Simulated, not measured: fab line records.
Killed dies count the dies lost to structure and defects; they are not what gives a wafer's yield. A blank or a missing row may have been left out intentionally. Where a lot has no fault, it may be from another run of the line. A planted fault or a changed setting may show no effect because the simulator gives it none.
fab line records	flow n5-finfet
record lots=7	wafers=20	last-day=17
route steps=1938 shown BEOL_M4@1091 PASSIVATION@1936
lots untouched by any fault: they come from a run of this same line in which no faults occurred
start-h: the number of hours between the record's first day and the start of the first shown wafer of the lot	wait-h: hours since the lot's step before	" as in the row above	L1.1+2: one row covering several wafers at once	- no value, or no start given	* or withheld: withheld	< > ~ a bound
route shown NAME@n: a module of which the file shows steps, and the number in the route of the first	usual: mean/standard deviation taken from wafers without a fault	same: alike in all rows	chamber/n: place in a boat	sites: the reading at each site	_std_site: how widely they spread, as a standard deviation	_edge_site: mean of outer sites minus mean of inner sites	radius-mm: how far each site lies from the wafer's centre	mask NAME#n: copy n	behind: the last tool/chamber to shape the wafer	hold: why the lot went on hold/how many hours it stayed there/how the hold came to an end	device: whichever transistor did not switch (one of n, p or np)	end of line: tests of these same wafers at the route's end	step lacking rows: just its recipe	killed: dies that structure and defects cost at the first sort, which is not the same as the wafer's yield	map: dies across one wafer; x = killed, . = not, _ = none there
set.NAME: the setting the step ran with; set.NAME@STEP: the setting that earlier step ran with	model.NAME: the simulator's own value behind a step, which no gauge read
lots seen at some steps along the route; tables by step, rows by wafer
services: from which hour (start-h, from the record's first day; less than 0 if before it) a tool's chamber was out of use, for how many hours, and why
## steps
# step N5_BEOL_M4_ANNEAL_87
# recipe temp-c=400	time-s=240	ambient=vacuum
# step N5_BEOL_M4_SPUTTER_88
# recipe material=Cu	target-thk-a=45	temp-c=-20	chamber-pressure-pa=0.07	power-w=withheld	time-s=8.29
# step N5_BEOL_M4_ANNEAL_89
# recipe temp-c=400	time-s=240	ambient=vacuum
# usual heater-power-w=839/69
lot.wafer	tool	chamber	start-h	wait-h	heater-power-w
L804.3	pvd-sputter-02	-	159.27	0.0	926
L804.4	"	-	"	"	861
L804.6	"	-	"	"	722
L809.3	pvd-sputter-03	-	193.62	0.0	890
L809.5	"	-	"	"	783
L815.4	pvd-sputter-03	-	230.83	0.0	773
L815.5	"	-	"	"	860
L815.6	"	-	"	"	764
L816.1	pvd-sputter-02	-	236.25	0.0	873
L816.4	"	-	"	"	721
L816.5	"	-	"	"	996
L817.2	pvd-sputter-02	-	243.03	0.0	911
L817.4	"	-	"	"	713
L817.6	"	-	"	"	868
L820.1	pvd-sputter-01	-	255.96	0.0	774
L820.2	"	-	"	"	842
L820.6	"	-	"	"	880
L826.1	pvd-sputter-01	-	318.88	0.0	874
L826.2	"	-	"	"	781
L826.6	"	-	"	"	772
# step N5_BEOL_M4_SPUTTER_90
# recipe material=Cu	target-thk-a=45	temp-c=-20	chamber-pressure-pa=0.07	power-w=withheld	time-s=8.29
# usual chuck-sensor-temp-C=-16.0/0.36	throttle-valve-pct=29.9/1.2
lot.wafer	tool	chamber	start-h	wait-h	chuck-sensor-temp-C	throttle-valve-pct
L804.3	pvd-sputter-02	-	159.41	0.1	-16.5	32.2
L804.4	"	-	"	"	-16.4	31.2
L804.6	"	-	"	"	-16.5	29.8
L809.3	pvd-sputter-03	-	193.76	0.1	-15.4	29.3
L809.5	"	-	"	"	-15.7	27.0
L815.4	pvd-sputter-03	-	230.97	0.1	-15.6	26.9
L815.5	"	-	"	"	-16.0	28.0
L815.6	"	-	"	"	-15.6	30.3
L816.1	pvd-sputter-02	-	236.39	0.1	-16.5	30.9
L816.4	"	-	"	"	-16.4	29.9
L816.5	"	-	"	"	-15.4	30.0
L817.2	pvd-sputter-02	-	243.17	0.1	-16.6	32.3
L817.4	"	-	"	"	-16.5	30.1
L817.6	"	-	"	"	-16.4	31.1
L820.1	pvd-sputter-01	-	256.10	0.1	-16.0	31.0
L820.2	"	-	"	"	-16.0	29.5
L820.6	"	-	"	"	-16.3	30.1
L826.1	pvd-sputter-01	-	319.02	0.1	-16.4	30.3
L826.2	"	-	"	"	-16.0	30.7
L826.6	"	-	"	"	-16.1	29.5
# step N5_BEOL_M4_ANNEAL_91
# recipe temp-c=400	time-s=240	ambient=vacuum
# step N5_BEOL_M4_SPUTTER_92
# recipe material=Cu	target-thk-a=45	temp-c=-20	chamber-pressure-pa=0.07	power-w=withheld	time-s=8.29
# usual chuck-sensor-temp-C=-16.0/0.38	throttle-valve-pct=29.9/1.2
lot.wafer	tool	chamber	start-h	wait-h	chuck-sensor-temp-C	throttle-valve-pct
L804.3	pvd-sputter-02	-	159.63	0.1	-16.4	32.5
L804.4	"	-	"	"	-16.4	31.0
L804.6	"	-	"	"	-16.5	30.0
L809.3	pvd-sputter-03	-	193.98	0.1	-15.3	29.5
L809.5	"	-	"	"	-15.7	26.7
L815.4	pvd-sputter-03	-	231.19	0.1	-15.7	26.8
L815.5	"	-	"	"	-15.9	28.1
L815.6	"	-	"	"	-15.5	30.3
L816.1	pvd-sputter-02	-	236.61	0.1	-16.3	30.8
L816.4	"	-	"	"	-16.7	30.1
L816.5	"	-	"	"	-15.4	29.9
L817.2	pvd-sputter-02	-	243.39	0.1	-16.6	32.3
L817.4	"	-	"	"	-16.4	29.8
L817.6	"	-	"	"	-16.5	30.7
L820.1	pvd-sputter-01	-	256.32	0.1	-15.9	31.1
L820.2	"	-	"	"	-16.3	29.4
L820.6	"	-	"	"	-16.2	30.3
L826.1	pvd-sputter-01	-	319.24	0.1	-16.2	30.3
L826.2	"	-	"	"	-16.1	31.0
L826.6	"	-	"	"	-16.1	29.1
# step N5_BEOL_M4_ANNEAL_93
# recipe temp-c=400	time-s=240	ambient=vacuum
# usual heater-power-w=840/69
lot.wafer	tool	chamber	start-h	wait-h	heater-power-w
L804.3	pvd-sputter-02	-	159.71	0.0	918
L804.4	"	-	"	"	871
L804.6	"	-	"	"	728
L809.3	pvd-sputter-03	-	194.06	0.0	891
L809.5	"	-	"	"	778
L815.4	pvd-sputter-03	-	231.27	0.0	767
L815.5	"	-	"	"	905
L815.6	"	-	"	"	791
L816.1	pvd-sputter-02	-	236.69	0.0	872
L816.4	"	-	"	"	727
L816.5	"	-	"	"	1014
L817.2	pvd-sputter-02	-	243.47	0.0	911
L817.4	"	-	"	"	717
L817.6	"	-	"	"	902
L820.1	pvd-sputter-01	-	256.40	0.0	786
L820.2	"	-	"	"	842
L820.6	"	-	"	"	878
L826.1	pvd-sputter-01	-	319.32	0.0	861
L826.2	"	-	"	"	771
L826.6	"	-	"	"	779
# step N5_BEOL_M4_SPUTTER_94
# recipe material=Cu	target-thk-a=45	temp-c=-20	chamber-pressure-pa=0.07	power-w=withheld	time-s=8.29
# step N5_BEOL_M4_ANNEAL_95
# recipe temp-c=400	time-s=240	ambient=vacuum
# step N5_BEOL_M4_SPUTTER_96
# recipe material=Cu	target-thk-a=45	temp-c=-20	chamber-pressure-pa=0.07	power-w=withheld	time-s=8.29
# step N5_BEOL_M4_ECD_50
# recipe material=Cu	target-thk-a=3000
# step N5_BEOL_M4_ANNEAL_51
# recipe temp-c=225	time-s=90	ambient=N2
# usual wafer_temp_C_max=226.5/0.31
lot.wafer	tool	chamber	start-h	wait-h	wafer_temp_C_max
L804.3	rtp-anneal-01	0	160.36	0.1	226.2
L804.4	"	0	"	"	226.3
L804.6	"	0	"	"	226.0
L809.3	rtp-anneal-01	0	194.71	0.1	226.8
L809.5	"	0	"	"	226.2
L815.4	rtp-anneal-01	0	231.96	0.2	225.9
L815.5	"	0	"	"	226.1
L815.6	"	0	"	"	226.5
L816.1	rtp-anneal-01	0	237.25	0.1	226.7
L816.4	"	0	"	"	226.2
L816.5	"	0	"	"	226.5
L817.2	rtp-anneal-02	0	244.28	0.3	226.8
L817.4	"	0	"	"	226.6
L817.6	"	0	"	"	226.1
L820.1	rtp-anneal-02	0	256.96	0.1	226.0
L820.2	"	0	"	"	226.4
L820.6	"	0	"	"	227.1
L826.1	rtp-anneal-01	0	319.87	0.1	226.1
L826.2	"	0	"	"	226.1
L826.6	"	0	"	"	226.4
# step N5_BEOL_M4_CMP_52
# recipe stop-on=SiOC	t-overpolish-s=6.8	down-force-psi=1	platen-rpm=50	clearing-platen-down-force-psi=1.5	clearing-platen-rpm=50	post-cmp-clean=cu-alkaline	target-thk-nm=40	clearing-platen-pad-velocity-m-s=0.99484	pad-velocity-m-s=0.99484
# usual barrier-field-endpoint-s=25.0/0.7	clearing-platen-rpm=49.998/0.026	motor-current-A=5.7/0.61	overpolish-run-s=6.801/0.0086	slurry-filter-dp-kPa=13.50/0.13	time-to-endpoint-s=63/3.6
lot.wafer	tool	chamber	start-h	wait-h	barrier-field-endpoint-s	clearing-platen-rpm	motor-current-A	overpolish-run-s	slurry-filter-dp-kPa	time-to-endpoint-s
L804.3	cmp-01	3	160.56	0.2	24.8	49.998	6.2	6.807	13.46	64
L804.4	"	0	"	"	25.1	50.017	4.8	6.788	13.37	64
L804.6	"	3	"	"	25.0	50.005	6.0	6.803	13.65	64
L809.3	cmp-03	1	194.95	0.2	25.4	50.039	5.2	6.798	13.61	63
L809.5	"	0	"	"	24.3	50.032	6.1	6.808	13.43	58
L815.4	cmp-03	2	232.23	0.2	24.5	50.001	5.9	6.811	13.42	62
L815.6	"	3	"	"	30.3	50.018	6.4	6.801	13.50	82
L815.5	"	0	"	"	30.5	50.002	6.0	6.811	13.76	81
L816.4	cmp-03	2	237.54	0.1	25.5	49.997	5.9	6.793	13.25	69
L816.1	"	3	"	"	24.1	49.966	6.5	6.796	13.32	59
L816.5	"	2	"	"	32.3	50.019	5.8	6.792	13.39	81
L817.4	cmp-03	2	244.53	0.1	26.8	49.985	5.9	6.807	13.47	69
L817.2	"	3	"	"	24.5	49.993	6.7	6.813	13.44	59
L817.6	"	2	"	"	32.2	49.996	6.1	6.791	13.59	86
L820.2	cmp-04	2	257.25	0.2	25.9	49.980	6.0	6.800	13.61	67
L820.1	"	3	"	"	25.3	50.014	5.7	6.803	13.43	66
L820.6	"	2	"	"	26.1	49.994	5.9	6.784	13.38	65
L826.1	cmp-01	1	320.17	0.3	24.6	50.030	6.4	6.801	13.52	68
L826.2	"	3	"	"	25.0	50.014	6.1	6.800	13.53	66
L826.6	"	2	"	"	24.8	49.970	4.8	6.790	13.72	62
# step N5_PASSIVATION_PROBE_49
# usual defect-limited-yield=91.4/1.5	killed_at_M0_to_M3=33/9.8	killed_at_M4_up=14/5.5	killed-at-contacts=12/6.5	killed-at-front-end=38/11	killed-at-other=3/3.1	killed-dies=101/17	killed-open=66/13	killed-short=32/7.5	sort_bin_5_function=5.0/1	sort_bin_6_memory=3.2/0.69	sort-n-pass=1079/17	sort-yield-pct=91.4/1.5
# same gross-dies=1180	killed-at-back-side=0	sort_bin_4_leakage[%]=0	sort_bin_8_speed[%]=0
lot.wafer	tool	chamber	start-h	wait-h	defect-limited-yield[%]	killed_at_M0_to_M3	killed_at_M4_up	killed-at-contacts	killed-at-front-end	killed-at-other	killed-dies	killed-open	killed-short	sort_bin_5_function[%]	sort_bin_6_memory[%]	sort-n-pass	sort-yield-pct[%]
L804.3	prober-02	-	277.08	0.1	90.8	31	14	7	57	0	109	68	41	5.8	3.2	1071	90.8
L804.4	prober-02	-	277.13	0.2	88.7	52	19	2	58	2	133	90	43	7.5	3.6	1047	88.7
L804.6	prober-02	-	277.23	0.3	91.1	50	11	4	40	0	105	64	40	4.2	4.5	1075	91.1
L809.3	prober-01	-	297.62	0.1	90.5	33	5	20	50	4	112	77	33	5.8	3.2	1068	90.5
L809.5	prober-01	-	297.72	0.2	87.3	40	16	33	60	1	150	92	55	7.2	4.7	1030	87.3
L815.4	prober-01	-	338.97	0.2	91.0	5	26	22	47	6	106	69	35	5.2	3.6	1074	91.0
L815.5	prober-01	-	339.02	0.2	92.0	32	21	5	35	1	94	63	31	4.7	2.9	1086	92.0
L815.6	prober-01	-	339.07	0.3	93.2	32	14	7	25	2	80	63	14	4.2	2.4	1100	93.2
L816.1	prober-01	-	347.44	0.0	92.3	17	7	15	51	1	91	66	23	4.4	3.0	1089	92.3
L816.4	prober-01	-	347.59	0.2	91.6	46	11	16	25	1	99	66	29	5.1	2.6	1081	91.6
L816.5	prober-01	-	347.64	0.2	91.8	42	10	10	33	2	97	63	33	4.3	3.6	1083	91.8
L820.1	prober-01	-	365.33	0.0	91.2	34	14	6	41	9	104	74	29	5.2	3.2	1076	91.2
L820.2	prober-01	-	365.38	0.1	89.0	50	15	12	49	4	130	95	33	6.8	3.8	1050	89.0
L820.6	prober-01	-	365.58	0.3	89.7	43	17	15	45	1	121	72	49	5.8	4.0	1059	89.7
# killed by level:class
L804.3 STI_FIN_REVEAL:geometric-particle:open=17 FIN_SAQP:geometric-particle:open=11 BEOL_M0_SAQP:geometric-particle:open=8 BEOL_M0_SAQP:geometric-particle:short=8 BEOL_M3:geometric-particle:open=7 BEOL_M4:geometric-particle:open=7 STI_FIN_REVEAL:geometric-particle:short=6 DUMMY_GATE:geometric-particle:open=4
L804.4 FIN_SAQP:geometric-particle:open=17 BEOL_M0_SAQP:geometric-particle:short=14 FIN_SAQP:geometric-particle:short=9 BEOL_M0_SAQP:geometric-particle:open=9 STI_FIN_REVEAL:geometric-particle:open=7 ILD0:geometric-particle:open=7 BEOL_M1:geometric-particle:open=7 BEOL_M3:geometric-particle:open=7
L804.6 BEOL_M0_SAQP:geometric-particle:open=14 BEOL_M2:geometric-particle:open=11 BEOL_M0_SAQP:geometric-particle:short=10 FIN_SAQP:geometric-particle:open=8 FIN_SAQP:geometric-particle:short=7 STI_FIN_REVEAL:geometric-particle:open=5 BEOL_M1:geometric-particle:short=5 BEOL_M3:geometric-particle:open=5
L809.3 STI_FIN_REVEAL:geometric-particle:open=16 MOL_CONTACT_COAG:geometric-particle:open=13 FIN_SAQP:geometric-particle:short=10 BEOL_M0_SAQP:geometric-particle:open=8 MOL_CONTACT_COAG:geometric-particle:short=7 BEOL_M3:geometric-particle:open=7 BEOL_M2:geometric-particle:open=6 FIN_SAQP:geometric-particle:open=5
L809.5 MOL_CONTACT_COAG:geometric-particle:open=27 STI_FIN_REVEAL:geometric-particle:open=15 GATE_CUT:geometric-particle:short=9 FIN_SAQP:geometric-particle:short=7 ILD0:geometric-particle:short=7 STI_FIN_REVEAL:geometric-particle:short=6 BEOL_M0:geometric-particle:open=6 ILD0:geometric-particle:open=6
L815.4 MOL_CONTACT_COAG:geometric-particle:open=18 STI_FIN_REVEAL:geometric-particle:open=14 BEOL_M4:geometric-particle:open=11 BEOL_M4:geometric-particle:short=7 FIN_SAQP:geometric-particle:open=5 GATE_CUT:geometric-particle:short=5 FIN_SAQP:geometric-particle:short=4 MOL_CONTACT_COAG:geometric-particle:short=4
L815.5 BEOL_M4:geometric-particle:open=12 STI_FIN_REVEAL:geometric-particle:open=9 BEOL_M1:geometric-particle:short=9 FIN_SAQP:geometric-particle:open=8 MOL_CONTACT_COAG:geometric-particle:open=5 BEOL_M1:geometric-particle:open=5 BEOL_M4:geometric-particle:short=5 STARTING-WAFER:geometric-particle:open=5
L815.6 BEOL_M4:geometric-particle:open=8 MOL_CONTACT_COAG:geometric-particle:open=7 BEOL_M2:geometric-particle:open=7 BEOL_M0_SAQP:geometric-particle:open=6 BEOL_M1:geometric-particle:open=6 STI_FIN_REVEAL:geometric-particle:open=5 FIN_SAQP:geometric-particle:open=4 BEOL_M0_SAQP:geometric-particle:short=4
L816.1 STI_FIN_REVEAL:geometric-particle:open=22 MOL_CONTACT_COAG:geometric-particle:open=11 FIN_SAQP:geometric-particle:open=5 FIN_SAQP:geometric-particle:short=4 MOL_CONTACT_COAG:geometric-particle:short=4 BEOL_M3:geometric-particle:open=4 FIN_CUT:geometric-particle:open=3 BEOL_M0_SAQP:geometric-particle:open=3
L816.4 MOL_CONTACT_COAG:geometric-particle:open=13 BEOL_M0_SAQP:geometric-particle:open=12 BEOL_M0_SAQP:geometric-particle:short=11 BEOL_M1:geometric-particle:open=7 BEOL_M0:geometric-particle:open=7 BEOL_M4:geometric-particle:open=6 FIN_SAQP:geometric-particle:open=5 STI_FIN_REVEAL:geometric-particle:open=5
L816.5 BEOL_M0_SAQP:geometric-particle:short=13 MOL_CONTACT_COAG:geometric-particle:open=8 BEOL_M3:geometric-particle:open=7 GATE_CUT:geometric-particle:open=6 BEOL_M0_SAQP:geometric-particle:open=6 FIN_SAQP:geometric-particle:short=5 STI_FIN_REVEAL:geometric-particle:open=5 BEOL_M2:geometric-particle:open=5
L820.1 STI_FIN_REVEAL:geometric-particle:open=13 BEOL_M0:geometric-particle:open=7 MOL_CONTACT_COAG:geometric-particle:open=6 BEOL_M0_SAQP:geometric-particle:open=6 DUMMY_GATE:geometric-particle:open=5 BEOL_M0_SAQP:geometric-particle:short=5 BEOL_M1:geometric-particle:open=5 BEOL_M4:geometric-particle:open=5
L820.2 BEOL_M2:geometric-particle:open=12 BEOL_M1:geometric-particle:open=11 MOL_CONTACT_COAG:geometric-particle:open=10 BEOL_M0_SAQP:geometric-particle:open=9 STI_FIN_REVEAL:geometric-particle:open=8 FIN_SAQP:geometric-particle:short=7 DUMMY_GATE:geometric-particle:open=7 BEOL_M4:geometric-particle:open=7
L820.6 BEOL_M0_SAQP:geometric-particle:open=17 BEOL_M0_SAQP:geometric-particle:short=12 GATE_CUT:geometric-particle:short=11 MOL_CONTACT_COAG:geometric-particle:open=11 BEOL_M5:geometric-particle:open=8 DUMMY_GATE:geometric-particle:open=6 FIN_SAQP:geometric-particle:short=5 BEOL_M2:geometric-particle:open=5
## services
tool	chamber	start-h	hours	kind
cmp-03	-	141.57	4.0	pm
cmp-03	-	145.57	-	consumable-replace:conditioner
cmp-03	-	145.57	-	consumable-replace:pad
cmp-01	-	150.56	8.2	pm
cmp-01	-	159.48	0.9	repair
cmp-01	-	164.37	0.2	repair
cmp-04	-	197.84	4.0	pm
cmp-04	-	201.84	-	consumable-replace:conditioner
cmp-04	-	201.84	-	consumable-replace:pad
cmp-03	-	216.65	5.4	pm
cmp-01	-	219.98	1.1	repair
cmp-01	-	224.49	4.0	pm
cmp-01	-	228.49	-	consumable-replace:conditioner
cmp-01	-	228.49	-	consumable-replace:pad
cmp-01	-	228.49	5.4	pm
cmp-04	-	246.96	0.4	repair
cmp-01	-	266.79	1.0	repair
pvd-sputter-03	-	276.23	36.1	repair
cmp-04	-	284.82	1.2	repair
rtp-anneal-01	-	300.76	7.6	pm
rtp-anneal-02	-	308.40	3.4	pm
cmp-01	-	312.27	1.0	repair
## key
first-sign step=N5_BEOL_M4_CMP_52	reading=barrier-field-endpoint-s	direction=up	sigmas=9.1	usual=25.0	struck=31.3
effect step=N5_BEOL_M4_CMP_52	reading=time-to-endpoint-s	direction=up	sigmas=5.5	usual=*	struck=*
met-at N5_BEOL_M4_CMP_52
struck-wafers L815.5,L815.6,L816.5,L817.6
onset-between 194.95 232.23
fault kind=process-parameter-drift	tool=cmp-03	chamber=-	onset-h=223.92	steps=N5_BEOL_M4_CMP_52	channel=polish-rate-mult	offset=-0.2	shape=step	end-h=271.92	scope=struck-wafers-only
